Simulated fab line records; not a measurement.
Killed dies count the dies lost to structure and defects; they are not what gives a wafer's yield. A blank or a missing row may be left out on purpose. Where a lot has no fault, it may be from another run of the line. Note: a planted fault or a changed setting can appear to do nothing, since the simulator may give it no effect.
Chamber matching + flow n5_finfet + N5_BEOL_M15_VIA_ETCH_16 on rie_diel-03 has 4 sister chambers
The step etches SiO2 in C4F8/O2/Ar, target depth 1792.2 nm. 18 wafers are shown with their chamber, then 9 later ones without.

## EACH WAFER AND ITS CHAMBER
| wafer  | chamber | rf_vpp_V (V) | showerhead_plenum_p_Torr (Torr) | throttle_valve_pct (%) |
|--------|---------|--------------|---------------------------------|------------------------|
| L075.2 | 0       | 2246         | 3.43                            | 31.07                  |
| L075.3 | 1       | 2288         | 3.62                            | 31.03                  |
| L075.5 | 2       | 2212         | 3.41                            | 31.14                  |
| L076.1 | 1       | 2291         | 3.62                            | 31.03                  |
| L076.4 | 0       | 2246         | 3.43                            | 31.08                  |
| L076.5 | 0       | 2245         | 3.43                            | 31.10                  |
| L079.2 | 3       | 2190         | 3.40                            | 31.35                  |
| L079.4 | 1       | 2290         | 3.62                            | 31.03                  |
| L079.6 | 2       | 2211         | 3.40                            | 31.15                  |
| L082.4 | 1       | 2290         | 3.62                            | 31.05                  |
| L082.5 | 2       | 2211         | 3.40                            | 31.15                  |
| L082.6 | 3       | 2189         | 3.40                            | 31.34                  |
| L087.1 | 1       | 2289         | 3.61                            | 31.03                  |
| L087.2 | 0       | 2246         | 3.42                            | 31.12                  |
| L087.6 | 1       | 2288         | 3.61                            | 31.06                  |
| L089.2 | 2       | 2210         | 3.40                            | 31.18                  |
| L089.4 | 3       | 2188         | 3.39                            | 31.35                  |
| L089.5 | 3       | 2188         | 3.39                            | 31.36                  |

SIGNATURES (averages over the wafers above)
| reading                  | chamber 0 | chamber 1 | chamber 2 | chamber 3 | scatter within a chamber |
|--------------------------|-----------|-----------|-----------|-----------|--------------------------|
| rf_vpp_V                 | 2245.75   | 2289.33   | 2211.00   | 2188.75   | 0.957                    |
| showerhead_plenum_p_Torr | 3.4275    | 3.6167    | 3.4025    | 3.3950    | 0.00523                  |
| throttle_valve_pct       | 31.0925   | 31.0383   | 31.1550   | 31.3500   | 0.0157                   |
Rule: for each reading, subtract the chamber's mean from the wafer's reading, divide by that reading's scatter and square the result; add these up over the readings and take the root, which gives the wafer's distance from the chamber. If the next closest chamber is less than 2 further off than the closest, the wafer can't be placed; otherwise it belongs to the closest. The scatter: take each reading less its chamber's mean, square it, sum over the shown wafers, divide by the number of wafers less the number of chambers, and take the root.

## WAFERS MISSING THEIR CHAMBER
| wafer  | rf_vpp_V (V) | showerhead_plenum_p_Torr (Torr) | throttle_valve_pct (%) |
|--------|--------------|---------------------------------|------------------------|
| L090.2 | 2244         | 3.41                            | 31.11                  |
| L090.3 | 2290         | 3.61                            | 31.03                  |
| L090.4 | 2245         | 3.41                            | 31.10                  |
| L095.1 | 2244         | 3.41                            | 31.14                  |
| L095.4 | 2187         | 3.39                            | 31.01                  |
| L095.5 | 2188         | 3.39                            | 31.04                  |
| L096.3 | 2245         | 3.41                            | 31.12                  |
| L096.5 | 2187         | 3.39                            | 31.04                  |
| L096.6 | 2209         | 3.39                            | 31.20                  |

## WHICH CHAMBER EACH ONE RAN IN
| wafer  | from the rows above | in truth |
|--------|---------------------|----------|
| L090.2 | 0                   | 0        |
| L090.3 | 1                   | 1        |
| L090.4 | 0                   | 0        |
| L095.1 | 0                   | 0        |
| L095.4 | 3                   | 3        |
| L095.5 | 3                   | 3        |
| L096.3 | 0                   | 0        |
| L096.5 | 3                   | 3        |
| L096.6 | 2                   | 2        |
Correctly placed: 9 of 9. Not placeable from these rows: 0. Placed wrongly: 0.
